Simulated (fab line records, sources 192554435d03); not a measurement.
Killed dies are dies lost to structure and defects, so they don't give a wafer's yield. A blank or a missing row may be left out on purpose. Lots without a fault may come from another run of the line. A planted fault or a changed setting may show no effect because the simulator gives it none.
A struck lot beside a sound one | flow n5_finfet | 34 steps out of a route of 1938
Sound: wafers L315.2, L315.3, L315.5. Struck: wafer L324.1. (L324.4, L324.5 of the same lot were not struck and are left out.) The cause comes at the end.
At each step with rows: each side's tool, then ch and its chambers, then its first start. Under that, the readings that differ: sound wafers | struck wafers | difference of the means | sigmas: that difference in standard deviations of wafers without a fault.
alike: readings whose means differ by less than 2 such deviations, and words and numbers that are the same on both sides. not compared: withheld readings, readings that some wafer has no value for, bounds like >300 that may hide the same value, and numbers for which the record gives no deviation and whose values overlap.
The two part at a step that has a row with sigmas, a row that says differs or no value, or rows on one side only. Numbers that don't overlap but have no deviation are shown without sigmas and don't part them. A reading that every wafer of one side lacks parts them only if that side has two wafers or more.

first, 10 steps without rows for these wafers: N5_BEOL_M7_STRIP_36 (strips in N2/H2); N5_BEOL_M7_TRENCH_ETCH_37 (etches SiCOH lowk in C4F6/O2, target depth 93.478 nm, time 31.2 s); N5_BEOL_M7_ETCH_41 (etches SiCN in CH3F/O2, target depth 31.9 nm, time 57.8 s); N5_BEOL_M7_STRIP_80 (strips in N2/H2, time 10 s); N5_BEOL_M7_HM_STRIP_39 (strips TiN in peroxide tin strip, target depth 25 nm, time 158 s); N5_BEOL_M7_SRD_40 (time 30 s); N5_BEOL_M7_PRECLEAN_42 (cleans in residue remover, time 60 s); N5_BEOL_M7_SRD_43 (time 30 s); N5_BEOL_M7_CURE_75 (cures SiCOH lowk, time 120 s); N5_BEOL_M7_DEGAS_44 (time 60 s).
N5_BEOL_M7_PRE_CLEAN_45: time 30 s.
  sound on pvd_sputter-02, day 10 02:13; struck on pvd_sputter-02, day 14 03:44
  alike: heater_power_w
then, 22 steps without rows for these wafers: N5_BEOL_M7_ALD_77 (deposits TaN, target thk 2 nm, pulse time 2 s, purge time 3 s); N5_BEOL_M7_SURFACE_TREAT_79; N5_BEOL_M7_CVD_78 (deposits Co from CCTBA/H2, target thk 2 nm, time 142.3 s); N5_BEOL_M7_SPUTTER_48 (material Cu, target thk 10 nm, time 1.667 s); N5_BEOL_M7_ECD_50 (material Cu, target thk 300 nm); N5_BEOL_M7_ANNEAL_51 (time 90 s); N5_BEOL_M7_CMP_52 (polishes, stops on SiCOH lowk, t overpolish 6.9 s, target thk 80 nm); N5_BEOL_M7_PRE_CLEAN_55 (time 15 s); N5_BEOL_M7_DEP_56 (deposits SiCN from 3MS/NH3, target thk 10 nm, time 17.5 s); N5_BEOL_M8_ILD_DEP_00 (deposits SiCOH lowk from DEMS/porogen, target thk 179.75 nm, time 33.4 s); N5_BEOL_M8_CURE_74 (cures SiCOH lowk, time 240 s); N5_BEOL_M8_PECVD_70 (deposits SiO2 from TEOS/O2, target thk 20 nm, time 22.7 s); N5_BEOL_M8_HM_DEP_02 (deposits TiN, target thk 20 nm); N5_BEOL_M8_COAT_59 (time 60 s, resist thk 100 nm); N5_BEOL_M8_COAT_60 (time 60 s, resist thk 35 nm); N5_BEOL_M8_COAT_05 (resist thk 90 nm); N5_BEOL_M8_EBR_07; N5_BEOL_M8_SOFTBAKE_06 (time 60 s); N5_BEOL_M8_EXPOSE_08 (exposes mask M8); N5_BEOL_M8_PEB_09 (peb time 60 s); N5_BEOL_M8_DEVELOP_10 (develop time 30 s); N5_BEOL_M8_DESCUM_16 (chemistry O2, time 7.9 s).
-- the record jumps here: 3 days lie between the struck wafers' starts before and after (it left off in module BEOL_M8 and takes up again in module PASSIVATION, whose first step shown is number 1936 of the route) --
N5_PASSIVATION_PROBE_49:
  sound on prober-01, day 13 02:58; struck on prober-02, day 17 11:48
  reading                  | sound          | struck | difference | sigmas
  defect_limited_yield (%) | 91.5 88.4 90.3 | 80.4   | -9.7       | -7
  killed_at_M4_up          | 11 20 11       | 164    | +150       | +25
  killed_at_contacts       | 20 14 24       | 2      | -17        | -3
  killed_dies              | 100 137 115    | 231    | +114       | +7
  sort_bin_5_function (%)  | 5.4 7.3 6.1    | 12.3   | +6.0       | +6
  sort_n_pass              | 1080 1043 1065 | 949    | -114       | -7
  sort_yield_pct (%)       | 91.5 88.4 90.3 | 80.4   | -9.7       | -7
  alike: killed_at_M0_to_M3, killed_at_front_end, killed_at_other, killed_on_rim, killed_open, killed_short, sort_bin_6_memory

WHERE THEY PART
Only at N5_PASSIVATION_PROBE_49, within this record.

WHY: what the simulator had put in
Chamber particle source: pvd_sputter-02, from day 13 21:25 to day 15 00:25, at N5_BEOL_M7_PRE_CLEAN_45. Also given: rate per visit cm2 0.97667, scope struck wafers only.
